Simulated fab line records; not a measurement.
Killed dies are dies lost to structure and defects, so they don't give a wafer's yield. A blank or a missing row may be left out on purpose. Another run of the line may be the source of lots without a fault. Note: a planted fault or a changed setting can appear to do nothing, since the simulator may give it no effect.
Matching of chambers    flow nand-harc    3 sister chambers for NHARC_A_STAIRCASE_DEP_151 on pecvd-01
The step deposits SiO2, target thk 3800 nm. 3 wafers are shown with their chamber, then 10 later ones without.

== EACH WAFER AND ITS CHAMBER ==
wafer   chamber  heater-power-outer-w (W)
L084.4  2        418
L085.4  1        314
L088.4  0        389

== WAFERS WITHOUT THEIR CHAMBER ==
wafer   heater-power-outer-w (W)
L088.5  414
L086.1  433
L086.3  514
L086.6  416
L090.2  489
L090.5  318
L090.6  415
L094.1  412
L094.2  440
L094.4  320

== CHAMBER TAKEN BY EACH ==
wafer   from the rows above      in truth
L088.5  can't be placed: 2 or 0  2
L086.1  can't be placed: 2 or 0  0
L086.3  can't be placed: 2 or 0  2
L086.6  can't be placed: 2 or 0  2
L090.2  can't be placed: 2 or 0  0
L090.5  can't be placed: 1 or 0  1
L090.6  can't be placed: 2 or 0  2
L094.1  can't be placed: 2 or 0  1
L094.2  can't be placed: 2 or 0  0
L094.4  can't be placed: 1 or 0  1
0 of 10 placed correctly. These rows do not allow placing 10 (true chamber among the candidates in 9). 0 placed wrongly.
How it was worked out, from the rows above alone: a wafer's distance from a chamber is the root of the sum, over the readings, of the square of ((its reading less the chamber's mean) divided by the reading's scatter). If the next closest chamber is less than 2 further off than the closest, the wafer can't be placed; otherwise it belongs to the closest. Each chamber's mean is taken over the wafers shown for it. The scatter: root of mean squared gap, hidden wafer to nearest shown wafer, with one shown wafer a chamber.
